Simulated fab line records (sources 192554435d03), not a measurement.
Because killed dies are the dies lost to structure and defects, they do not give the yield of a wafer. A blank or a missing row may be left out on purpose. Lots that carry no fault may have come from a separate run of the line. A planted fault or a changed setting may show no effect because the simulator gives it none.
Struck lot and sound lot, side by side + flow n5Finfet + 14 out of 1938 route steps
Sound: wafers L924.1, L924.5, L924.6. The struck wafers were L932.2, L932.3, L932.5. The cause comes at the end.
Per side, at each step with rows, come the tool, then ch with its chambers, and then its first start. Under that, the readings that differ: sound wafers + struck wafers + difference of the means + sigmas: that difference in standard deviations of wafers without a fault.
alike: readings whose means differ by less than 2 such deviations, and words and numbers that are the same on both sides. not compared: withheld readings, readings that some wafer has no value for, bounds like >300 that may hide the same value, and numbers for which the record gives no deviation and whose values overlap.
A row with sigmas, a row that says differs or no value, or rows on one side alone: a step with any of these is where the two part. Numbers that have no deviation but don't overlap get no sigmas and don't part them. Lack of a reading on every wafer of one side parts them only where that side has two or more wafers.

N5_BEOL_M15_STRIP_62: strips in O2.
  sound on rieDiel-04 ch 1,2; struck on rieDiel-01 ch 0,2,3
  alike: drypumpMotorCurrentA, oesProductAu, rfVppV, showerheadPlenumPTorr, throttleValvePct
  not compared: rfHoursCounterH
then, 1 step without rows for these wafers: N5_BEOL_M15_STRIP_37 (strips in O2).
N5_BEOL_M15_ETCH_38: etches SiCN in CF4/N2, target depth 106.4 nm, time 120.5 s.
  sound on rieDiel-04 ch 1,2; struck on rieDiel-01 ch 0,2,3
  alike: biasW, drypumpMotorCurrentA, oesProductAu, rfVppV, showerheadPlenumPTorr, throttleValvePct
  not compared: rfHoursCounterH
then, 3 steps without rows for these wafers: N5_BEOL_M15_PRECLEAN_39 (cleans in residue remover, time 60 s); N5_BEOL_M15_SRD_40 (time 30 s, dry time 30 s); N5_BEOL_M15_DEGAS_41 (time 60 s).
N5_BEOL_M15_PRE_CLEAN_42: time 30 s.
  sound: pvdSputter-02 at day 14 13:12; struck: pvdSputter-01 at day 15 20:58
  alike: heaterPowerW
then, 1 step without rows for these wafers: N5_BEOL_M15_SPUTTER_43 (material TaN, target thk 15 nm, time 24.19 s).
N5_BEOL_M15_SPUTTER_44: material Ta, target thk 15 nm, time 24.19 s.
  sound: pvdSputter-02 at day 14 13:19; struck: pvdSputter-01 at day 15 21:05
  alike: cathodeDcPowerW, chamberPressurePa, throttleValvePct
N5_BEOL_M15_SPUTTER_45: material Cu, target thk 100 nm, time 16.67 s.
  sound: pvdSputter-02 at day 14 13:24; struck: pvdSputter-01 at day 15 21:10
  alike: cathodeDcPowerW, chamberPressurePa, throttleValvePct
then, 2 steps without rows for these wafers: N5_BEOL_M15_ECD_47 (material Cu, target thk 1860 nm); N5_BEOL_M15_ANNEAL_48 (time 90 s).
N5_BEOL_M15_CMP_49: polishes, stops on SiO2, t overpolish 4.9 s, target thk 850 nm.
  sound on cmp-03 ch 1,2, day 14 14:05; struck on cmp-02 ch 0,3, day 15 21:50
| reading                   | sound             | struck            | difference | sigmas      |
|---------------------------|-------------------|-------------------|------------|-------------|
| barrierFieldEndpointS (s) | 11.45 11.34 11.30 | 8.12 8.08 8.13    | -3.25      | -13         |
| headPressurePsi (psi)     | 1.999 1.999 1.999 | 2.810 2.806 2.811 | +0.810     | +99 or more |
| motorCurrentA (A)         | 7.3 7.4 7.9       | 11.2 10.8 11.1    | +3.5       | +4          |
  alike: overpolishRunS
N5_PASSIVATION_PROBE_49:
  sound: prober-02 at day 15 07:53; struck: prober-01 at day 16 12:49
  alike: defectLimitedYield, killed_at_M0_to_M3, killed_at_M4_up, killedAtContacts, killedAtFrontEnd, killedAtOther, killedDies, killedOpen, killedShort, sort_bin_5_function, sort_bin_6_memory, sortNPass, sortYieldPct

WHERE THEY PART
N5_BEOL_M15_CMP_49 only, going by this record. Later steps at which nothing parts them and some readings are alike: N5_PASSIVATION_PROBE_49.

WHY: what the simulator had put in
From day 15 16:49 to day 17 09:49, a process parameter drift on cmp-02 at N5_BEOL_M15_CMP_49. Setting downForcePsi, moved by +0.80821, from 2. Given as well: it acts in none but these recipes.
